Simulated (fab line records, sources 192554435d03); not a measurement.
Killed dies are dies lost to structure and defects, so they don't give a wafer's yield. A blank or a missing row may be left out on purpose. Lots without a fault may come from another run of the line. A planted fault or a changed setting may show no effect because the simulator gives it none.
Which tool did it? | flow n5_finfet | 24 lots, 72 wafers sampled, at 1 step of a route of 1938

WHAT THE GAUGES READ, wafer by wafer
N5_BEOL_M2_CD_MEAS_28: target cd 26.2 nm, target cd y 24.1 nm. Usual: cd_nm 26.18 nm, standard deviation 0.24.
lot  | measured     | on        | cd_nm (nm)        | flag
L074 | day 6 12:14  | cd_sem-03 | 25.88 26.05 26.02 |
L076 | day 6 18:19  | cd_sem-01 | 25.70 26.31 25.76 |
L075 | day 7 03:02  | cd_sem-01 | 26.10 25.73 25.81 |
L077 | day 7 10:05  | cd_sem-03 | 26.36 26.26 25.87 |
L078 | day 8 02:52  | cd_sem-01 | 26.74 26.39 26.37 |
L079 | day 8 04:38  | cd_sem-01 | 26.50 26.29 26.22 |
L080 | day 8 04:56  | cd_sem-01 | 26.25 26.57 26.20 |
L083 | day 8 20:56  | cd_sem-01 | 26.09 26.15 26.41 |
L082 | day 9 04:40  | cd_sem-01 | 26.44 26.06 26.49 |
L081 | day 9 05:11  | cd_sem-03 | 26.27 26.25 26.22 |
L084 | day 9 05:36  | cd_sem-01 | 26.17 26.10 26.15 |
L085 | day 9 06:01  | cd_sem-03 | 26.34 26.14 26.02 |
L086 | day 9 22:21  | cd_sem-02 | 25.86 26.18 25.70 |
L089 | day 10 07:23 | cd_sem-01 | 25.92 26.21 26.17 |
L087 | day 10 07:55 | cd_sem-03 | 26.22 25.92 26.65 |
L088 | day 10 10:26 | cd_sem-03 | 26.55 25.92 26.39 |
L090 | day 11 00:13 | cd_sem-02 | 26.34 26.28 26.26 |
L091 | day 11 00:35 | cd_sem-01 | 26.32 26.44 25.80 |
L092 | day 11 03:29 | cd_sem-02 | 26.40 25.95 26.07 |
L093 | day 11 11:19 | cd_sem-01 | 26.31 26.21 26.31 |
L094 | day 11 19:13 | cd_sem-01 | 26.64 26.53 26.10 |
L095 | day 11 22:56 | cd_sem-02 | 26.12 26.34 26.31 |
L097 | day 12 06:08 | cd_sem-02 | 26.26 25.86 26.07 |
L096 | day 12 09:45 | cd_sem-02 | 26.22 26.16 26.15 |

WHICH TOOL RAN EACH LOT (tool, then ch and the chambers of the sampled wafers, then the start)
The record holds no process step before these readings.

WHAT THE TOOLS THEMSELVES READ (means of the sampled wafers that have a number; where no wafer has one, the mark that the record gives instead)
The record holds no such reading with a usual standard deviation.

THE ANSWER, worked out from the rows above alone
Rule: a lot is off if the mean of its wafers that have a number lies more than 3 standard deviations from the usual mean. A lot without any number at a reading at which 4 lots or more have one is off too. The other lots that the step has rows for count as sound. The gauges are gone through in route order, then the tools' own readings, and for those a lot's mean is taken as printed above. The first step at which some lot is off is used, and at that step the reading that is off furthest; a lot without a number counts as furthest.
No lot is off at any reading shown: from this, nothing can be told.

WHAT THE SIMULATOR HAD PUT IN
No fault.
